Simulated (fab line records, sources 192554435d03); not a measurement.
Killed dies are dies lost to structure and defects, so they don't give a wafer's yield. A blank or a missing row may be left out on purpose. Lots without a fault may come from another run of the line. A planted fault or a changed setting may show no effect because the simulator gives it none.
A struck lot beside a sound one | flow n5_finfet | 41 steps out of a route of 1938
Sound: wafers L784.3, L784.4, L784.6. Struck: wafers L777.1, L777.5, L777.6. The cause comes at the end.
At each step with rows: each side's tool, then ch and its chambers, then its first start. Under that, the readings that differ: sound wafers | struck wafers | difference of the means | sigmas: that difference in standard deviations of wafers without a fault.
alike: readings whose means differ by less than 2 such deviations, and words and numbers that are the same on both sides. not compared: withheld readings, readings that some wafer has no value for, bounds like >300 that may hide the same value, and numbers for which the record gives no deviation and whose values overlap.
The two part at a step that has a row with sigmas, a row that says differs or no value, or rows on one side only. Numbers that don't overlap but have no deviation are shown without sigmas and don't part them. A reading that every wafer of one side lacks parts them only if that side has two wafers or more.

first, 11 steps without rows for these wafers: N5_BEOL_M0_SAQP_STRIP_113 (strips in CHF3/O2); N5_BEOL_M0_SAQP_MANDREL_ETCH_20 (etches a-Si in HBr/Cl2, stops on SiNx, target depth 60 nm, bt time 10 s, time 30 s); N5_BEOL_M0_SAQP_STRIP_86 (strips in N2/H2); N5_BEOL_M0_SAQP_STRIP_115 (strips in post etch residue remover, time 60 s); N5_BEOL_M0_SAQP_SRD_93 (time 30 s); N5_BEOL_M0_SAQP_RECESS_114 (chemistry HF/NH3, target SiO2, target depth 14.4 nm, afs cycles 3, sublimation time 60 s); N5_BEOL_M0_SAQP_SPACER1_ALD_98 (deposits SiO2, target thk 12.8 nm, pulse time 1 s, purge time 2 s); N5_BEOL_M0_SAQP_SPACER1_ETCHBACK_99 (etches SiO2 in CHF3/O2, target depth 15.4 nm, time 7.7 s); N5_BEOL_M0_SAQP_MANDREL1_REMOVE_100 (chemistry HBr/Cl2/O2, target a-Si, stops on SiNx, bt time 10 s); N5_BEOL_M0_SAQP_ETCH_101 (etches SiNx in CH3F/O2, target depth 29.9 nm, time 42.7 s); N5_BEOL_M0_SAQP_ETCH_102 (etches SiO2 in CF4, target depth 4 nm, time 4.4 s).
N5_BEOL_M0_SAQP_MANDREL_ETCH_103: etches a-Si in HBr/Cl2, stops on SiCN, target depth 45 nm, bt time 10 s, time 27 s.
  sound on rie_si-01 ch 0,1,3, day 10 19:13; struck on rie_si-01 ch 0,2,3, day 8 09:35
  reading                                         | sound   | struck     | difference | sigmas
  model.SiCN_of_BEOL_M0_SAQP_PECVD_03.thk_nm (nm) | 8.6 9 9 | 10.2 10 10 | +1.2       |
  alike: drypump_motor_current_A, he_backside_leak_sccm, oes_product_au, throttle_valve_pct
  not compared: rf_hours_counter_h
then, 5 steps without rows for these wafers: N5_BEOL_M0_SAQP_RECESS_104 (chemistry HF/NH3, target SiO2, target depth 18 nm, afs cycles 3, sublimation time 60 s); N5_BEOL_M0_SAQP_COAT_105 (time 60 s, resist thk 100 nm); N5_BEOL_M0_SAQP_ETCH_106 (etches SOC in N2/H2, stops on SiNx, target depth 150 nm); N5_BEOL_M0_SAQP_ETCH_107 (etches SiNx in CH3F/O2, target depth 30 nm); N5_BEOL_M0_SAQP_STRIP_108 (strips in N2/H2).
N5_BEOL_M0_SAQP_RECESS_109: chemistry HF/NH3, target SiO2, target depth 3 nm, afs cycles 1, sublimation time 60 s.
  sound on vapor_etch-01 ch 0,1, day 10 19:56; struck on vapor_etch-02 ch 0,1, day 8 10:17
  reading                                         | sound       | struck      | difference | sigmas
  model.SiCN_of_BEOL_M0_SAQP_PECVD_03.thk_nm (nm) | 8.4 8.6 8.8 | 9.8 9.8 9.6 | +1.1       |
  alike: drypump_motor_current_A
then, 19 steps without rows for these wafers: N5_BEOL_M0_SAQP_SPACER2_ALD_26 (deposits SiO2, target thk 15 nm, pulse time 1 s, purge time 2 s); N5_BEOL_M0_SAQP_SPACER2_ETCHBACK_27 (etches SiO2 in CHF3/O2, target depth 22.5 nm, time 11.25 s); N5_BEOL_M0_SAQP_MANDREL2_REMOVE_110 (chemistry HBr/Cl2/O2, target a-Si, stops on SiCN, bt time 10 s); N5_BEOL_M0_SAQP_COAT_69 (time 60 s, resist thk 90 nm); N5_BEOL_M0_SAQP_COAT_72 (time 60 s, resist thk 15 nm); N5_BEOL_M0_SAQP_COAT_87 (time 60 s, resist thk 5 nm); N5_BEOL_M0_SAQP_COAT_34 (resist thk 30 nm); N5_BEOL_M0_SAQP_EBR_36; N5_BEOL_M0_SAQP_SOFTBAKE_35 (time 60 s); N5_BEOL_M0_SAQP_EXPOSE_37 (exposes mask M0 CUT1, target cd 30 nm); N5_BEOL_M0_SAQP_PEB_38 (peb time 60 s); N5_BEOL_M0_SAQP_DEVELOP_39 (develop time 30 s); N5_BEOL_M0_SAQP_DESCUM_45 (chemistry O2, time 7 s); N5_BEOL_M0_SAQP_ETCH_88 (etches underlayer in N2/H2, target depth 6.5 nm, time 5.2 s); N5_BEOL_M0_SAQP_ETCH_73 (etches SiARC in CF4, target depth 19.5 nm, time 32.5 s); N5_BEOL_M0_SAQP_CUT_ETCH_46 (etches SOC in N2/H2, target depth 135 nm, overetch 27 nm, time 202.5 s); N5_BEOL_M0_SAQP_STRIP_74 (strips in N2/H2); N5_BEOL_M0_SAQP_STRIP_89 (strips in N2/H2); N5_BEOL_M0_SAQP_ALD_48 (deposits SiO2, target thk 20 nm, pulse time 1 s, co reactant pulse time 1 s).
N5_BEOL_M0_ETCH_138: etches SiCN in CH3F/O2, target depth 12 nm, time 31.6 s.
  sound on rie_diel-02 ch 0,1, day 10 22:50; struck on rie_diel-04 ch 0,2,3, day 8 14:20
  reading                                               | sound             | struck            | difference | sigmas
  etch_rf_on_time_s (s)                                 | 28.7 30.0 30.0    | 32.7 33.0 33.2    | +3.4       | +4
  oes_product_au (a.u.)                                 | 0.62 0.59 0.63    | 0.75 0.76 0.72    | +0.13      | +2
  throttle_valve_pct (%)                                | 16.48 16.50 16.48 | 16.24 16.01 16.34 | -0.29      | -2
  model.etch.depth_nm (nm)                              | 8.365 8.627 8.74  | 9.778 9.728 9.666 | +1.147     |
  model.SiO2_of_BEOL_M0_SAQP_SPACER2_ALD_26.thk_nm (nm) | 5.2 5.2 5.2       | 4.8 5 5           | -0.3       |
  alike: drypump_motor_current_A, rf_vpp_V, showerhead_plenum_p_Torr
  not compared: rf_hours_counter_h
N5_BEOL_M0_HM_OPEN_105: chemistry Cl2/BCl3, target TiN, target depth 12 nm.
  sound on rie_metal-03 ch 0,1, day 11 00:17; struck on rie_metal-02 ch 1, day 8 16:31
  reading                                               | sound          | struck         | difference | sigmas
  oes_product_au (a.u.)                                 | 0.80 0.89 0.90 | 0.60 0.60 0.60 | -0.26      | -2
  model.SiO2_of_BEOL_M0_SAQP_SPACER2_ALD_26.thk_nm (nm) | 2.8 2.8 2.8    | 2.6 2.6 2.6    | -0.2       |
  alike: drypump_motor_current_A, he_backside_leak_sccm, throttle_valve_pct
  not compared: rf_hours_counter_h
N5_BEOL_M0_ETCH_128: etches SiCN in CF4/N2, target depth 12 nm, overetch 5.1 nm, time 21.4 s.
  sound on rie_diel-02 ch 0,3, day 11 00:50; struck on rie_diel-04 ch 1,2, day 8 17:05
  reading                  | sound            | struck            | difference | sigmas
  oes_product_au (a.u.)    | 0.47 0.51 0.49   | 0.56 0.56 0.64    | +0.10      | +2
  model.etch.depth_nm (nm) | 8.365 8.627 8.74 | 9.778 9.728 9.666 | +1.147     |
  alike: drypump_motor_current_A, rf_vpp_V, showerhead_plenum_p_Torr, throttle_valve_pct
  not compared: rf_hours_counter_h
-- the record jumps here: 2 days lie between the struck wafers' starts before and after (it left off in module BEOL_M0 and takes up again in module BEOL_M4, whose first step shown is number 1111 of the route) --
N5_BEOL_M4_RC_MEAS_101:
  sound on prober-01 ch 0, day 14 00:52; struck on prober-01 ch 0, day 11 02:36
  reading       | sound          | struck         | difference | sigmas
  DIBL_N (mV/V) | 36.8 35.8 35.8 | 38.7 40.5 41.2 | +4.0       | +2
  alike: DIBL_P, IOFF_N, IOFF_P, ION_N, ION_P, SS_N, SS_P, VT_N, VT_P

WHERE THEY PART
First at N5_BEOL_M0_ETCH_138; last, within this record, at N5_BEOL_M4_RC_MEAS_101.

WHY: what the simulator had put in
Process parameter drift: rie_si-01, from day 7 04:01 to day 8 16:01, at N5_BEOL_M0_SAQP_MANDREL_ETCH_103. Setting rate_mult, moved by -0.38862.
